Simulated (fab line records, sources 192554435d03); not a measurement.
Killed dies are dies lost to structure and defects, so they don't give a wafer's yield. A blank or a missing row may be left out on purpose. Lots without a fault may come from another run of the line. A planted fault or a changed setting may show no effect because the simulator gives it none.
A struck lot beside a sound one | flow n5_finfet | 15 steps out of a route of 1938
Sound: wafers L942.3, L942.5, L942.6. Struck: wafers L940.1, L940.2, L940.3. The cause comes at the end.
At each step with rows: each side's tool, then ch and its chambers, then its first start. Under that, the readings that differ: sound wafers | struck wafers | difference of the means | sigmas: that difference in standard deviations of wafers without a fault.
alike: readings whose means differ by less than 2 such deviations, and words and numbers that are the same on both sides. not compared: withheld readings, readings that some wafer has no value for, bounds like >300 that may hide the same value, and numbers for which the record gives no deviation and whose values overlap.
The two part at a step that has a row with sigmas, a row that says differs or no value, or rows on one side only. Numbers that don't overlap but have no deviation are shown without sigmas and don't part them. A reading that every wafer of one side lacks parts them only if that side has two wafers or more.

first, 4 steps without rows for these wafers: N5_SD_EPI_N_WET_ETCH_43 (etches SiO2 in dHF, time 14 s, target depth 1.5 nm); N5_SD_EPI_N_STRIP_18 (strips in SPM, time 750 s); N5_SD_EPI_N_SRD_20 (time 30 s); N5_SD_EPI_N_PRECLEAN_48 (cleans in NF3:NH3, afs cycles 2, time 20 s, sublimation time 60 s).
N5_SD_EPI_N_VAPOR_ETCH_50: etches Si in HCl, time 54 s.
  sound on epi_rpcvd-01 ch 0, day 5 09:06; struck on epi_rpcvd-02 ch 0, day 4 20:50
  reading                | sound          | struck         | difference | sigmas
  lamp_inner_pct (%)     | 23.1 23.2 23.2 | 21.5 21.6 21.7 | -1.6       | -2
  throttle_valve_pct (%) | 12.0 12.2 12.0 | 11.2 11.1 11.5 | -0.8       | -2
  alike: chamber_pressure_Torr
then, 1 step without rows for these wafers: N5_SD_EPI_N_EPI_21 (deposits Si:P, time 690 s).
N5_SD_EPI_N_EPI_MEAS_23:
  sound on film_metro-01, day 5 11:32; struck on film_metro-01, day 4 22:44
  alike: thk_nm
then, 3 steps without rows for these wafers: N5_SD_EPI_N_PRECLEAN_24 (cleans in O3/DIW, time 60 s); N5_SD_EPI_N_SRD_25 (time 30 s); N5_SD_EPI_N_PRECLEAN_49 (cleans in NF3:NH3, afs cycles 1, time 20 s, sublimation time 60 s).
N5_SD_EPI_N_LINER_46: material SiNx, target thk 3 nm.
  sound on ald_sin-02 ch 0,2,3, day 5 11:50; struck on ald_sin-02 ch 0,1,3, day 4 23:02
  alike: chamber_pressure_Torr, heater_power_w
N5_SD_EPI_N_INSPECT_26: inspects for defects (darkfield).
  sound on defect_inspect-02, day 5 12:05; struck on defect_inspect-02, day 4 23:17
  alike: raw_defect_count
N5_SD_EPI_P_COAT_34: time 60 s, resist thk 350 nm.
  sound on litho_track-03 ch 0, day 5 12:07; struck on litho_track-05 ch 0, day 4 23:20
  reading                                   | sound                | struck               | difference | sigmas
  spin_speed_rpm (rpm)                      | 1499.1 1500.7 1500.1 | 1192.2 1192.7 1193.0 | -307.3     | -99 or more
  model.SOC_of_SD_EPI_P_COAT_34.thk_nm (nm) | 348.4 349.4 348.6    | 391.4 391.8 393      | +43.3      |
then, 1 step without rows for these wafers: N5_SD_EPI_P_COAT_35 (time 60 s, resist thk 35 nm).
-- the record jumps here: 9 days lie between the struck wafers' starts before and after (it left off in module SD_EPI_P and takes up again in module PASSIVATION, whose first step shown is number 1936 of the route) --
N5_PASSIVATION_PROBE_49:
  the record has rows for the struck wafers here (prober-01, day 14 05:58) and none for the sound ones

WHERE THEY PART
First at N5_SD_EPI_N_VAPOR_ETCH_50; last, within this record, at N5_PASSIVATION_PROBE_49.

WHY: what the simulator had put in
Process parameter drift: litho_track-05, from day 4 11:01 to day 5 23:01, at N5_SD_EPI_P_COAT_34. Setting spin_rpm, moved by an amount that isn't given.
